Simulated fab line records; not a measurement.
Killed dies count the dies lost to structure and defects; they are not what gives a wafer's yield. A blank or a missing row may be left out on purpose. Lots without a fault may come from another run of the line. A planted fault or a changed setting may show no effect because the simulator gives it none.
Matching of chambers | flow n5 finfet | N5_BEOL_M5_CO_CAP_78 on cvd co-02: 3 sister chambers
The step material Co, precursor CCTBA/H2, target thk 2 nm, time 102.1 s. 6 wafers are shown with their chamber, then 12 later ones without.

== WAFERS PAIRED WITH THEIR CHAMBERS ==
wafer  | chamber | heater power w (W)
L090.1 | 1       | 227
L090.2 | 2       | 269
L090.3 | 0       | 266
L090.4 | 1       | 226
L090.5 | 2       | 271
L090.6 | 0       | 265

== WAFERS WHOSE CHAMBER IS MISSING ==
wafer  | heater power w (W)
L095.4 | 273
L095.5 | 229
L095.6 | 266
L093.1 | 265
L093.4 | 273
L093.5 | 271
L089.1 | 229
L089.2 | 276
L089.3 | 269
L096.3 | 267
L096.4 | 273
L096.6 | 226

== THE CHAMBER EACH PASSED THROUGH ==
wafer  | from the rows above     | in truth
L095.4 | 2                       | 2
L095.5 | 1                       | 1
L095.6 | 0                       | 0
L093.1 | 0                       | 0
L093.4 | 2                       | 2
L093.5 | 2                       | 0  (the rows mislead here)
L089.1 | 1                       | 1
L089.2 | 2                       | 2
L089.3 | 2                       | 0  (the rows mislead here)
L096.3 | can't be placed: 0 or 2 | 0
L096.4 | 2                       | 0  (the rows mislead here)
L096.6 | 1                       | 1
Correct placement for 8 of the 12. Can't be placed from these rows: 1 (the true chamber is among the candidates in 1). Wrongly placed: 3.
How it was worked out, from the rows above alone: a wafer's distance from a chamber is the root of the sum, over the readings, of the square of ((its reading less the chamber's mean) divided by the reading's scatter). If the next closest chamber is less than 2 further off than the closest, the wafer can't be placed; otherwise it belongs to the closest. The mean given for a chamber averages the wafers shown for that chamber. The scatter: the root of (the sum of the squares of (reading less its chamber's mean) over the shown wafers, divided by (wafers less chambers)).
